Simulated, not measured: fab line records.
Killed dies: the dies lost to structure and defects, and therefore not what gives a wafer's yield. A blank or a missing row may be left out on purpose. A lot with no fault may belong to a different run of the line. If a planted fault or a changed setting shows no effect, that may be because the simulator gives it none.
Split-lot study || flow n5 finfet || route with 1938 steps; 7 lots, 21 wafers read

THE SPLIT ITSELF
At N5_SD_EPI_N_EXPOSE_06 (exposes mask SD N BLK, target cd 120 nm), the setting dose mj was moved away from the recipe's 39.75 on 4 of the 21 wafers read, by -3.6% to +6.5%. For the rest of the wafers, this setting stayed at what the recipe calls for.

FROM THE SPLIT TO THE READING: what the file shows between them, 2 steps
- N5_SD_EPI_N_PEB_07: peb time 60 s
- N5_SD_EPI_N_DEVELOP_08: develop time 30 s

THE READING
cd nm (nm) at N5_SD_EPI_N_CD_MEAS_09, where the cd target is 120 nm. On this fab line, fault-free wafers typically give 119.9 nm with a standard deviation of 0.65 nm.

{"wafer": "L074.1", "tool, chamber at the split": "arfi scanner-02, 0", "dose mj as run": 39.75, "against the recipe": "recipe", "cd nm, nm": 120.6, "against lot-mates on the recipe": "-"}
{"wafer": "L074.4", "tool, chamber at the split": "arfi scanner-02, 0", "dose mj as run": 39.75, "against the recipe": "recipe", "cd nm, nm": 120.1, "against lot-mates on the recipe": "-"}
{"wafer": "L074.6", "tool, chamber at the split": "arfi scanner-02, 0", "dose mj as run": 39.75, "against the recipe": "recipe", "cd nm, nm": 120.0, "against lot-mates on the recipe": "-"}
{"wafer": "L075.1", "tool, chamber at the split": "arfi scanner-03, 0", "dose mj as run": 39.75, "against the recipe": "recipe", "cd nm, nm": 120.1, "against lot-mates on the recipe": "-"}
{"wafer": "L075.3", "tool, chamber at the split": "arfi scanner-03, 0", "dose mj as run": 40.69, "against the recipe": "+2.4%", "cd nm, nm": 122.1, "against lot-mates on the recipe": "+2.2"}
{"wafer": "L075.6", "tool, chamber at the split": "arfi scanner-03, 0", "dose mj as run": 39.75, "against the recipe": "recipe", "cd nm, nm": 119.6, "against lot-mates on the recipe": "-"}
{"wafer": "L077.4", "tool, chamber at the split": "arfi scanner-02, 0", "dose mj as run": 39.75, "against the recipe": "recipe", "cd nm, nm": 118.4, "against lot-mates on the recipe": "-"}
{"wafer": "L077.5", "tool, chamber at the split": "arfi scanner-02, 0", "dose mj as run": 39.75, "against the recipe": "recipe", "cd nm, nm": 118.4, "against lot-mates on the recipe": "-"}
{"wafer": "L077.6", "tool, chamber at the split": "arfi scanner-02, 0", "dose mj as run": 39.75, "against the recipe": "recipe", "cd nm, nm": 118.4, "against lot-mates on the recipe": "-"}
{"wafer": "L079.3", "tool, chamber at the split": "arfi scanner-02, 0", "dose mj as run": 39.75, "against the recipe": "recipe", "cd nm, nm": 120.8, "against lot-mates on the recipe": "-"}
{"wafer": "L079.4", "tool, chamber at the split": "arfi scanner-02, 0", "dose mj as run": 39.75, "against the recipe": "recipe", "cd nm, nm": 121.3, "against lot-mates on the recipe": "-"}
{"wafer": "L079.5", "tool, chamber at the split": "arfi scanner-02, 0", "dose mj as run": 39.75, "against the recipe": "recipe", "cd nm, nm": 120.8, "against lot-mates on the recipe": "-"}
{"wafer": "L084.1", "tool, chamber at the split": "arfi scanner-03, 0", "dose mj as run": 39.75, "against the recipe": "recipe", "cd nm, nm": 119.2, "against lot-mates on the recipe": "-"}
{"wafer": "L084.4", "tool, chamber at the split": "arfi scanner-03, 0", "dose mj as run": 39.75, "against the recipe": "recipe", "cd nm, nm": 119.5, "against lot-mates on the recipe": "-"}
{"wafer": "L084.6", "tool, chamber at the split": "arfi scanner-03, 0", "dose mj as run": 42.3, "against the recipe": "+6.4%", "cd nm, nm": 123.4, "against lot-mates on the recipe": "+4.1"}
{"wafer": "L089.3", "tool, chamber at the split": "arfi scanner-02, 0", "dose mj as run": 39.75, "against the recipe": "recipe", "cd nm, nm": 119.8, "against lot-mates on the recipe": "-"}
{"wafer": "L089.4", "tool, chamber at the split": "arfi scanner-02, 0", "dose mj as run": 38.32, "against the recipe": "-3.6%", "cd nm, nm": 117.1, "against lot-mates on the recipe": -2.8}
{"wafer": "L089.5", "tool, chamber at the split": "arfi scanner-02, 0", "dose mj as run": 39.75, "against the recipe": "recipe", "cd nm, nm": 119.9, "against lot-mates on the recipe": "-"}
{"wafer": "L091.1", "tool, chamber at the split": "arfi scanner-02, 0", "dose mj as run": 39.75, "against the recipe": "recipe", "cd nm, nm": 120.2, "against lot-mates on the recipe": "-"}
{"wafer": "L091.2", "tool, chamber at the split": "arfi scanner-02, 0", "dose mj as run": 39.75, "against the recipe": "recipe", "cd nm, nm": 119.9, "against lot-mates on the recipe": "-"}
{"wafer": "L091.6", "tool, chamber at the split": "arfi scanner-02, 0", "dose mj as run": 42.34, "against the recipe": "+6.5%", "cd nm, nm": 124.3, "against lot-mates on the recipe": "+4.2"}

FIT RESULTS
A straight line over all 21 wafers: cd nm changes by +0.659 nm for each +1% of dose mj; r = +0.87; the points scatter about the line by 0.82 nm.
The same after taking each lot's own level away (the mean of its wafers on the recipe; 21 wafers): +0.675 nm for each +1%; r = +0.99; scatter 0.25 nm.
Per that fit: largest dose mj move, reading shift of 4.4 nm.
From 118.40 to 120.97 nm: that is the span of the lots' own levels, equal to 3.9 times the standard deviation above.
Hence the lot-to-lot level has little effect on the slope; both slopes agree.
Check: for one of the wafers moved furthest among these (+6.5%), held out of the fit, the line's prediction against its lot-mates is +4.5 nm. Against them it came out at +4.25 nm.

THESE WAFERS: OTHER SPLITS
These wafers also went through other splits before the reading. Each is held against what the fit with the lots' levels taken away leaves over:
{"other split on the same wafers": "N5_FIN_SAQP_ALD_61 ald cycles", "wafers away from the commonest value": 9, "r with cd nm (lot level and that fit taken away)": "+0.09"}
{"other split on the same wafers": "N5_FIN_SAQP_HM_DEP_03 time s", "wafers away from the commonest value": 7, "r with cd nm (lot level and that fit taken away)": "+0.18"}
{"other split on the same wafers": "N5_FIN_SAQP_PEB_14 peb time s", "wafers away from the commonest value": 7, "r with cd nm (lot level and that fit taken away)": "+0.13"}
{"other split on the same wafers": "N5_FIN_SAQP_DEVELOP_15 develop time s", "wafers away from the commonest value": 6, "r with cd nm (lot level and that fit taken away)": "+0.23"}

THE WHOLE CHAIN: every reading that the file lists as answering this split, in the file's order
{"step": "N5_SD_EPI_N_CD_MEAS_09", "what it does": "target cd 120 nm", "reading": "cd nm", "change (the file's fit)": "+0.667 nm for each +1% of the setting", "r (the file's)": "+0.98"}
{"step": "N5_SD_EPI_N_DESCUM_14", "what it does": "chemistry O2, time 7.9 s", "reading": "SD_EPI_N.cd nm (the simulator's own value, which no gauge read)", "change (the file's fit)": "+0.621 nm for each +1% of the setting", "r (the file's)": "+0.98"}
{"step": "N5_SD_EPI_N_ETCH_35", "what it does": "etches SOC in N2/H2, overetch 108 nm, time 486 s", "reading": "SD_EPI_N.cd nm (the simulator's own value, which no gauge read)", "change (the file's fit)": "+0.583 nm for each +1% of the setting", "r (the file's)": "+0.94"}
{"step": "N5_SD_EPI_N_ETCH_16", "what it does": "etches SiO2 in CHF3/O2, target depth 5 nm", "reading": "SD_EPI_N.cd nm (the simulator's own value, which no gauge read)", "change (the file's fit)": "+0.593 nm for each +1% of the setting", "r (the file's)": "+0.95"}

THE FILE'S OWN FIT
cd nm changes by +0.667 nm for each +1% of dose mj, r = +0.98.
